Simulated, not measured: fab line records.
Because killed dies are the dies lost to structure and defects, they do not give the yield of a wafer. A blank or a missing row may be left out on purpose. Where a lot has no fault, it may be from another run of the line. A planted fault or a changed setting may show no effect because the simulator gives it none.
Split-lot experiment || flow n5-finfet || 21 wafers read across 7 lots, on a route 1938 steps long

## ABOUT THE SPLIT
At N5_BEOL_M6_TRENCH_ETCH_37 (etches SiCOH lowk in C4F6/O2, target depth 94.435 nm, time 31.5 s), the setting time-s was moved away from the recipe's 31.5 s on 6 of the 21 wafers read, by -22.2% to -6.0%. This setting was run at the recipe's value on the other wafers.

## FROM THE SPLIT TO THE READING: what the file shows between them, 11 steps
- N5_BEOL_M6_ETCH_41: etches SiCN in CH3F/O2, target depth 29.7 nm, time 52 s
- N5_BEOL_M6_STRIP_80: strips in N2/H2, time 10 s
- N5_BEOL_M6_OCD_MEAS_38
- N5_BEOL_M6_HM_STRIP_39: strips TiN in peroxide tin strip, target depth 25 nm, time 158 s
- N5_BEOL_M6_SRD_40: time 30 s
- N5_BEOL_M6_ECD_50: material Cu, target thk 300 nm
- N5_BEOL_M6_ANNEAL_51: time 90 s
- N5_BEOL_M6_CMP_52: polishes, stops on SiCOH lowk, t overpolish 6.9 s, target thk 80 nm
- N5_BEOL_M6_THK_MEAS_53: measures by xrf
- N5_BEOL_M6_PRE_CLEAN_55: time 15 s
- N5_BEOL_M6_DEP_56: deposits SiCN from 3MS/NH3, target thk 10 nm, time 17.5 s

## THE READING
M6_RS (ohm/sq), read at N5_BEOL_M6_RS_MEAS_57 with a four-point probe. On this fab line, fault-free wafers typically give 0.290 ohm/sq with a standard deviation of 0.0087 ohm/sq.

{"wafer": "L077.2", "tool, chamber at the split": "rie-diel-02, 2", "time-s as run, s": 31.5, "against the recipe": "recipe", "M6_RS, ohm/sq": 0.291, "against lot-mates on the recipe": "-"}
{"wafer": "L077.4", "tool, chamber at the split": "rie-diel-02, 1", "time-s as run, s": 31.5, "against the recipe": "recipe", "M6_RS, ohm/sq": 0.278, "against lot-mates on the recipe": "-"}
{"wafer": "L077.6", "tool, chamber at the split": "rie-diel-02, 3", "time-s as run, s": 31.5, "against the recipe": "recipe", "M6_RS, ohm/sq": 0.284, "against lot-mates on the recipe": "-"}
{"wafer": "L078.3", "tool, chamber at the split": "rie-diel-06, 3", "time-s as run, s": 26.18, "against the recipe": "-16.9%", "M6_RS, ohm/sq": 0.383, "against lot-mates on the recipe": "+0.079"}
{"wafer": "L078.5", "tool, chamber at the split": "rie-diel-06, 2", "time-s as run, s": 31.5, "against the recipe": "recipe", "M6_RS, ohm/sq": 0.304, "against lot-mates on the recipe": "-"}
{"wafer": "L078.6", "tool, chamber at the split": "rie-diel-06, 3", "time-s as run, s": 26.18, "against the recipe": "-16.9%", "M6_RS, ohm/sq": 0.381, "against lot-mates on the recipe": "+0.077"}
{"wafer": "L083.3", "tool, chamber at the split": "rie-diel-05, 2", "time-s as run, s": 31.5, "against the recipe": "recipe", "M6_RS, ohm/sq": 0.304, "against lot-mates on the recipe": "-"}
{"wafer": "L083.4", "tool, chamber at the split": "rie-diel-05, 0", "time-s as run, s": 31.5, "against the recipe": "recipe", "M6_RS, ohm/sq": 0.284, "against lot-mates on the recipe": "-"}
{"wafer": "L083.5", "tool, chamber at the split": "rie-diel-05, 2", "time-s as run, s": 27.03, "against the recipe": "-14.2%", "M6_RS, ohm/sq": 0.376, "against lot-mates on the recipe": "+0.082"}
{"wafer": "L085.2", "tool, chamber at the split": "rie-diel-06, 1", "time-s as run, s": 31.5, "against the recipe": "recipe", "M6_RS, ohm/sq": 0.294, "against lot-mates on the recipe": "-"}
{"wafer": "L085.3", "tool, chamber at the split": "rie-diel-06, 2", "time-s as run, s": 31.5, "against the recipe": "recipe", "M6_RS, ohm/sq": 0.310, "against lot-mates on the recipe": "-"}
{"wafer": "L085.5", "tool, chamber at the split": "rie-diel-06, 0", "time-s as run, s": 31.5, "against the recipe": "recipe", "M6_RS, ohm/sq": 0.293, "against lot-mates on the recipe": "-"}
{"wafer": "L086.3", "tool, chamber at the split": "rie-diel-06, 0", "time-s as run, s": 31.5, "against the recipe": "recipe", "M6_RS, ohm/sq": 0.292, "against lot-mates on the recipe": "-"}
{"wafer": "L086.4", "tool, chamber at the split": "rie-diel-06, 1", "time-s as run, s": 24.52, "against the recipe": "-22.2%", "M6_RS, ohm/sq": 0.407, "against lot-mates on the recipe": "+0.115"}
{"wafer": "L086.6", "tool, chamber at the split": "rie-diel-06, 0", "time-s as run, s": 24.52, "against the recipe": "-22.2%", "M6_RS, ohm/sq": 0.427, "against lot-mates on the recipe": "+0.135"}
{"wafer": "L089.3", "tool, chamber at the split": "rie-diel-05, 3", "time-s as run, s": 31.5, "against the recipe": "recipe", "M6_RS, ohm/sq": 0.282, "against lot-mates on the recipe": "-"}
{"wafer": "L089.5", "tool, chamber at the split": "rie-diel-05, 1", "time-s as run, s": 31.5, "against the recipe": "recipe", "M6_RS, ohm/sq": 0.292, "against lot-mates on the recipe": "-"}
{"wafer": "L089.6", "tool, chamber at the split": "rie-diel-05, 2", "time-s as run, s": 29.62, "against the recipe": "-6.0%", "M6_RS, ohm/sq": 0.321, "against lot-mates on the recipe": "+0.034"}
{"wafer": "L097.1", "tool, chamber at the split": "rie-diel-05, 3", "time-s as run, s": 31.5, "against the recipe": "recipe", "M6_RS, ohm/sq": 0.297, "against lot-mates on the recipe": "-"}
{"wafer": "L097.4", "tool, chamber at the split": "rie-diel-05, 3", "time-s as run, s": 31.5, "against the recipe": "recipe", "M6_RS, ohm/sq": 0.299, "against lot-mates on the recipe": "-"}
{"wafer": "L097.5", "tool, chamber at the split": "rie-diel-05, 0", "time-s as run, s": 31.5, "against the recipe": "recipe", "M6_RS, ohm/sq": 0.276, "against lot-mates on the recipe": "-"}

FIT RESULTS
A straight line over all 21 wafers: M6_RS changes by -0.00557 ohm/sq for each +1% of time-s; r = -0.98; the points scatter about the line by 0.0093 ohm/sq.
The same after taking each lot's own level away (the mean of its wafers on the recipe; 21 wafers): -0.00534 ohm/sq for each +1%; r = -0.98; scatter 0.0088 ohm/sq.
According to that fit, moving time-s by its largest amount changes the reading by 0.12 ohm/sq.
From 0.2843 to 0.3040 ohm/sq: that is the span of the lots' own levels, equal to 2.3 times the standard deviation above.
The two slopes are in agreement: the lot-to-lot level therefore moves the slope only a little.
Check: with one of the wafers moved furthest among these (-22.2%) left out of the fit, the line predicts +0.119 ohm/sq for it against its lot-mates. Against them it came out at +0.115 ohm/sq.

## THE OTHER SPLITS THESE WAFERS WENT THROUGH
Other splits were also applied to these wafers ahead of the reading. Each is held against what the fit with the lots' levels taken away leaves over:
{"other split on the same wafers": "N5_BEOL_M4_EXPOSE_25 dose-mj", "wafers away from the commonest value": 4, "r with M6_RS (lot level and that fit taken away)": "+0.09"}
{"other split on the same wafers": "N5_BEOL_M5_ILD_DEP_00 temp-c", "wafers away from the commonest value": 8, "r with M6_RS (lot level and that fit taken away)": "+0.26"}
{"other split on the same wafers": "N5_BEOL_M5_COAT_60 spin-rpm", "wafers away from the commonest value": 8, "r with M6_RS (lot level and that fit taken away)": -0.07}
{"other split on the same wafers": "N5_BEOL_M5_COAT_66 spin-rpm", "wafers away from the commonest value": 7, "r with M6_RS (lot level and that fit taken away)": "+0.14"}
{"other split on the same wafers": "N5_BEOL_M5_COAT_74 spin-rpm", "wafers away from the commonest value": 8, "r with M6_RS (lot level and that fit taken away)": -0.33}

## THE WHOLE CHAIN: every reading that the file lists as answering this split, in the file's order
{"step": "N5_BEOL_M6_TRENCH_ETCH_37", "what it does": "etches SiCOH lowk in C4F6/O2, target depth 94.435 nm, time 31.5 s", "reading": "BEOL_M6.feature-depth-nm (the simulator's own value, which no gauge read)", "change (the file's fit)": "+0.891 nm for each +1% of the setting", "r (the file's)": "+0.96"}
{"step": "N5_BEOL_M6_TRENCH_ETCH_37", "what it does": "etches SiCOH lowk in C4F6/O2, target depth 94.435 nm, time 31.5 s", "reading": "etch.depth-nm (the simulator's own value, which no gauge read)", "change (the file's fit)": "+0.891 nm for each +1% of the setting", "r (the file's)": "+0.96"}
{"step": "N5_BEOL_M6_OCD_MEAS_38", "what it does": "", "reading": "trench-depth-nm", "change (the file's fit)": "+0.891 nm for each +1% of the setting", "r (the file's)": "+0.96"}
{"step": "N5_BEOL_M6_CMP_52", "what it does": "polishes, stops on SiCOH lowk, t overpolish 6.9 s, target thk 80 nm", "reading": "Cu_of_BEOL_M6_ECD_50.thk-nm (the simulator's own value, which no gauge read)", "change (the file's fit)": "+0.905 nm for each +1% of the setting", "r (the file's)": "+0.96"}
{"step": "N5_BEOL_M6_THK_MEAS_53", "what it does": "measures by xrf", "reading": "M6_THK", "change (the file's fit)": "+0.902 for each +1% of the setting", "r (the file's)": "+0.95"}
{"step": "N5_BEOL_M6_RS_MEAS_57", "what it does": "measures by four-point-probe", "reading": "M6_RS", "change (the file's fit)": "-0.00538 for each +1% of the setting", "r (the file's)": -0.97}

## THE FILE'S OWN FIT
M6_RS changes by -0.00538 ohm/sq for each +1% of time-s, r = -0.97.
